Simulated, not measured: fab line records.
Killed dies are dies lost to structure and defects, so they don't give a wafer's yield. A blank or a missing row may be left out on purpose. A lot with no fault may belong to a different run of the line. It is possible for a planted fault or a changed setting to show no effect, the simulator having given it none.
Which tool was responsible? | flow nand_harc | 39 wafers from 13 lots sampled at 5 of the route's 1159 steps

== WHAT THE GAUGES SHOWED, per wafer ==
NHARC_END_SORT_01. Usual: killed_at_array 25, standard deviation 9.8; killed_at_other 0.8, standard deviation 1.1; killed_at_periphery 3.3, standard deviation 2.1; killed_dies 29, standard deviation 10; killed_open 3.3, standard deviation 1.8; killed_short 1.9, standard deviation 1.4.
lot  | measured     | on        | killed_at_array | killed_at_other | killed_at_periphery | killed_dies | killed_open | killed_short | flag
L171 | day 23 05:50 | prober-01 | 671 669 671     | 3 2 3           | 3 6 3               | 677 677 677 | 2 3 2       | 2 4 2        | OFF
L175 | day 24 14:02 | prober-02 | 675 674 677     | 0 0 0           | 2 3 0               | 677 677 677 | 5 5 0       | 0 1 0        | OFF

== WHAT TOOL EACH LOT RAN ON (gives the tool, then ch and the chambers of the sampled wafers, and finally the start) ==
lot  | NHARC_A_STAIRCASE_HM_OPEN_463                 | NHARC_A_STAIRCASE_DEP_417       | NHARC_A_STAIRCASE_CVD_552   | NHARC_A_STAIRCASE_DEP_322
L157 | rie_diel-05 ch 0,1, day 12 09:21 or earlier   | pecvd-01 ch 1,2, day 12 09:21   | lpcvd-02 ch 1, day 12 17:44 | pecvd-01 ch 1,2, day 13 04:49
L158 | rie_diel-05 ch 0,3, day 12 12:25 or earlier   | pecvd-04 ch 0,1,2, day 12 12:25 | lpcvd-02 ch 0, day 12 23:03 | pecvd-02 ch 0,1, day 13 10:49
L159 | rie_diel-05 ch 0,2, day 12 17:35 or earlier   | pecvd-02 ch 0,2, day 12 17:35   | lpcvd-02 ch 1, day 12 23:03 | pecvd-01 ch 2, day 13 10:45
L161 | rie_diel-11 ch 0,1,3, day 12 19:14 or earlier | pecvd-04 ch 0,1,2, day 12 19:14 | lpcvd-02 ch 1, day 13 03:07 | pecvd-02 ch 0,1, day 13 14:43
L160 | rie_diel-05 ch 0,2,3, day 12 21:46 or earlier | pecvd-02 ch 0,1, day 12 21:46   | lpcvd-02 ch 0, day 13 03:07 | pecvd-01 ch 2, day 13 14:43
L162 | rie_diel-05 ch 0,2,3, day 13 06:17 or earlier | pecvd-02 ch 0,1, day 13 06:17   | lpcvd-01 ch 0, day 13 14:47 | pecvd-02 ch 0,1, day 14 01:25
L163 | rie_diel-11 ch 0,1,3, day 13 10:12 or earlier | pecvd-01 ch 1,2, day 13 10:12   | lpcvd-01 ch 0, day 13 18:47 | pecvd-01 ch 1,2, day 14 08:49
L164 | rie_diel-11 ch 0,1,2, day 13 12:10 or earlier | pecvd-01 ch 1,2, day 13 12:10   | lpcvd-01 ch 0, day 13 18:47 | pecvd-04 ch 0,1, day 14 08:49
L167 | rie_diel-05 ch 1,3, day 14 11:02 or earlier   | pecvd-01 ch 1,2, day 14 11:02   | lpcvd-02 ch 1, day 15 00:41 | pecvd-01 ch 1, day 15 13:25
L166 | rie_diel-04 ch 0,2, day 14 15:55 or earlier   | pecvd-02 ch 0,1,2, day 14 15:55 | lpcvd-02 ch 1, day 15 00:41 | pecvd-02 ch 0,1,2, day 15 13:36
L171 | rie_diel-11 ch 2,3, day 15 15:50 or earlier   | pecvd-01 ch 1,2, day 15 15:50   | lpcvd-01 ch 1, day 15 22:50 | pecvd-01 ch 1,2, day 16 16:22
L175 | rie_diel-05 ch 0,2,3, day 16 16:55 or earlier | pecvd-01 ch 1, day 16 16:55     | lpcvd-01 ch 1, day 17 01:11 | pecvd-01 ch 0,2, day 17 16:01
L180 | rie_diel-04 ch 1,2, day 17 17:38 or earlier   | pecvd-04 ch 0,2, day 17 17:38   | lpcvd-01 ch 1, day 17 23:13 | pecvd-02 ch 0,2, day 18 10:52
- NHARC_A_STAIRCASE_HM_OPEN_463: chemistry O2/COS.
- NHARC_A_STAIRCASE_DEP_417: deposits Si3N4, target thk 60 nm.
- NHARC_A_STAIRCASE_CVD_552: deposits SiNx, target thk 40 nm.
- NHARC_A_STAIRCASE_DEP_322: deposits SiO2, target thk 3800 nm.

== AS READ BY THE TOOLS THEMSELVES (means over the sampled wafers that have a number; for cases with no such wafer, the mark the record gives instead) ==
NHARC_A_STAIRCASE_HM_OPEN_463. Usual: drypump_motor_current_A 5.8 A, standard deviation 0.32; o2_flow_sccm 400.1 sccm, standard deviation 1.2; oes_product_au 1.004 a.u., standard deviation 0.0074; rf_vpp_V 467.1 V, standard deviation 2.3; showerhead_plenum_p_Torr 3.12 Torr, standard deviation 0.1; throttle_valve_pct 28.331 %, standard deviation 0.0094.
lot  | tool        | drypump_motor_current_A (A) | o2_flow_sccm (sccm) | oes_product_au (a.u.) | rf_vpp_V (V) | showerhead_plenum_p_Torr (Torr) | throttle_valve_pct (%) | flag
L157 | rie_diel-05 | 6.1                         | 399.2               | 1.003                 | 468.1        | 3.17                            | 28.331                 |
L158 | rie_diel-05 | 6.0                         | 400.7               | 1.001                 | 465.6        | 3.02                            | 28.326                 |
L159 | rie_diel-05 | 5.9                         | 399.2               | 1.011                 | 467.8        | 3.12                            | 28.326                 |
L161 | rie_diel-11 | 5.6                         | 399.4               | 1.007                 | 467.9        | 3.17                            | 28.330                 |
L160 | rie_diel-05 | 5.8                         | 400.1               | 0.999                 | 465.5        | 3.06                            | 28.330                 |
L162 | rie_diel-05 | 5.8                         | 401.1               | 1.007                 | 466.6        | 3.06                            | 28.327                 |
L163 | rie_diel-11 | 5.6                         | 400.9               | 1.000                 | 468.4        | 3.17                            | 28.336                 |
L164 | rie_diel-11 | 5.6                         | 400.3               | 1.003                 | 468.8        | 3.21                            | 28.344                 |
L167 | rie_diel-05 | 6.0                         | 400.3               | 1.003                 | 467.5        | 3.14                            | 28.328                 |
L166 | rie_diel-04 | 5.9                         | 401.1               | 1.001                 | 468.2        | 3.14                            | 28.336                 |
L171 | rie_diel-11 | 5.9                         | 401.2               | 1.013                 | 469.6        | 3.23                            | 28.315                 |
L175 | rie_diel-05 | 5.8                         | 401.2               | 1.008                 | 465.1        | 3.05                            | 28.323                 |
L180 | rie_diel-04 | 5.4                         | 399.9               | 1.004                 | 465.6        | 3.04                            | 28.339                 |

NHARC_A_STAIRCASE_DEP_417. Usual: heater_power_outer_w 451 W, standard deviation 91; heater_power_w 792 W, standard deviation 150.
lot  | tool     | heater_power_outer_w (W) | heater_power_w (W) | flag
L157 | pecvd-01 | 401                      | 735                |
L158 | pecvd-04 | 434                      | 768                |
L159 | pecvd-02 | 462                      | 756                |
L161 | pecvd-04 | 411                      | 737                |
L160 | pecvd-02 | 386                      | 669                |
L162 | pecvd-02 | 393                      | 688                |
L163 | pecvd-01 | 458                      | 826                |
L164 | pecvd-01 | 482                      | 858                |
L167 | pecvd-01 | 541                      | 952                |
L166 | pecvd-02 | 406                      | 694                |
L171 | pecvd-01 | 511                      | 925                |
L175 | pecvd-01 | 632                      | 1112               |
L180 | pecvd-04 | 409                      | 723                |

NHARC_A_STAIRCASE_CVD_552. Usual: zone_power_lower_pct 11.6 %, standard deviation 1.3; zone_power_top_pct 22.3 %, standard deviation 2.2.
lot  | tool     | zone_power_lower_pct (%) | zone_power_top_pct (%) | flag
L157 | lpcvd-02 | 11.5                     | 22.9                   |
L158 | lpcvd-02 | 10.1                     | 20.2                   |
L159 | lpcvd-02 | 11.3                     | 23.1                   |
L161 | lpcvd-02 | 11.5                     | 23.2                   |
L160 | lpcvd-02 | 10.1                     | 20.4                   |
L162 | lpcvd-01 | 10.7                     | 25.9                   |
L163 | lpcvd-01 | 10.7                     | 26.1                   |
L164 | lpcvd-01 | 10.7                     | 26.0                   |
L167 | lpcvd-02 | 11.3                     | 23.3                   |
L166 | lpcvd-02 | 11.4                     | 23.1                   |
L171 | lpcvd-01 | 13.4                     | 20.9                   |
L175 | lpcvd-01 | 13.3                     | 20.9                   |
L180 | lpcvd-01 | 13.4                     | 20.6                   |

NHARC_A_STAIRCASE_DEP_322. Usual: heater_power_outer_w 391 W, standard deviation 83; heater_power_w 704 W, standard deviation 130.
lot  | tool     | heater_power_outer_w (W) | heater_power_w (W) | flag
L157 | pecvd-01 | 421                      | 808                |
L158 | pecvd-02 | 314                      | 581                |
L159 | pecvd-01 | 330                      | 631                |
L161 | pecvd-02 | 345                      | 628                |
L160 | pecvd-01 | 329                      | 646                |
L162 | pecvd-02 | 375                      | 640                |
L163 | pecvd-01 | 401                      | 753                |
L164 | pecvd-04 | 395                      | 714                |
L167 | pecvd-01 | 494                      | 913                |
L166 | pecvd-02 | 352                      | 617                |
L171 | pecvd-01 | 419                      | 791                |
L175 | pecvd-01 | 357                      | 620                |
L180 | pecvd-02 | 416                      | 686                |

== THE ANSWER, worked out from the rows above alone ==
Rule: take the mean of a lot's wafers that have a number; if it is more than 3 standard deviations from the usual mean, the lot is off. Also off: a lot with no number at a reading for which 4 or more lots have one. Where the step has rows for the other lots, those lots are counted as sound. The gauges are gone through in route order, then the tools' own readings, and for those a lot's mean is taken as printed above. At the first step where some lot is off, the reading lying furthest off is the one used; lots without a number count as furthest.
Off: L171, L175 (NHARC_END_SORT_01, killed_at_array). Neither off nor sound, because the step has no rows for them: L157, L158, L159, L161, L160, L162, L163, L164, L167, L166, L180.
If a tool, at a process step before that reading, ran all the lots that are off and no sound lot after the first of them, it fits. Gauges at NHARC_END_SORT_01: tried the same way as those tools. With no start given for some of its lots, NHARC_A_STAIRCASE_HM_OPEN_463 uses the hours and lot order of NHARC_A_STAIRCASE_DEP_417. Undecided on this evidence; 2 tools fit (pecvd-01 at NHARC_A_STAIRCASE_DEP_417 and NHARC_A_STAIRCASE_DEP_322, lpcvd-01 at NHARC_A_STAIRCASE_CVD_552).

== WHAT THE SIMULATOR HAD PUT IN ==
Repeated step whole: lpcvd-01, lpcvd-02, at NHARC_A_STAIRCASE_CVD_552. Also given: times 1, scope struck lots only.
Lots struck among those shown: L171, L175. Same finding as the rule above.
